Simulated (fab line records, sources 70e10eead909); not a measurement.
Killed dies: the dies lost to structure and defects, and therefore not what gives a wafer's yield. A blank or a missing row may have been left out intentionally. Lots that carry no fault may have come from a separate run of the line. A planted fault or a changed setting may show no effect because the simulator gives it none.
Matching of chambers ; flow nand-harc ; NHARC_THIN_TSV_ETCH_15 on rie-si-04 has 4 sister chambers
The step target depth 3000 nm, bosch target overetch cycles 2, bosch etch step 2.8 s. 16 wafers are shown with their chamber, then 8 later ones without.

## WAFERS WITH THEIR CHAMBER
wafer;chamber;drypump-motor-current-A (A)
L930.3;2;5.4
L930.4;3;5.6
L930.5;2;5.5
L932.1;3;5.6
L932.2;1;5.3
L932.5;3;5.6
L934.2;3;5.6
L934.5;3;5.6
L934.6;2;5.4
L935.1;2;5.4
L935.2;3;5.5
L935.6;0;4.6
L938.2;0;4.6
L938.3;2;5.5
L938.6;1;5.3
L939.2;3;5.5

SIGNATURES (means of the wafers above)
reading;chamber 0;chamber 1;chamber 2;chamber 3;scatter within a chamber
drypump-motor-current-A;4.600;5.300;5.440;5.571;0.0468
Rule: a wafer lies at a distance from a chamber equal to the root of the sum of squares, over the readings, of (its reading less the chamber's mean, divided by the reading's scatter). The wafer belongs to the nearest chamber; if the next one is less than 2 further off, it can't be placed. How the scatter is found: for the shown wafers, subtract from each reading the mean of its chamber, square and add these, divide the total by (wafers less chambers), then take the root.

## WAFERS MISSING THEIR CHAMBER
wafer;drypump-motor-current-A (A)
L939.4;5.3
L939.5;5.3
L952.1;5.6
L952.2;5.3
L952.4;5.4
L953.2;4.6
L953.3;5.3
L953.5;5.4

## CHAMBER TAKEN BY EACH
wafer;from the rows above;in truth
L939.4;1;1
L939.5;1;1
L952.1;3;3
L952.2;1;1
L952.4;can't be placed: 2 or 1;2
L953.2;0;0
L953.3;1;1
L953.5;can't be placed: 2 or 1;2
Correct placement for 6 of the 8. These rows do not allow placing 2 (true chamber among the candidates in 2). Number placed wrongly: 0.
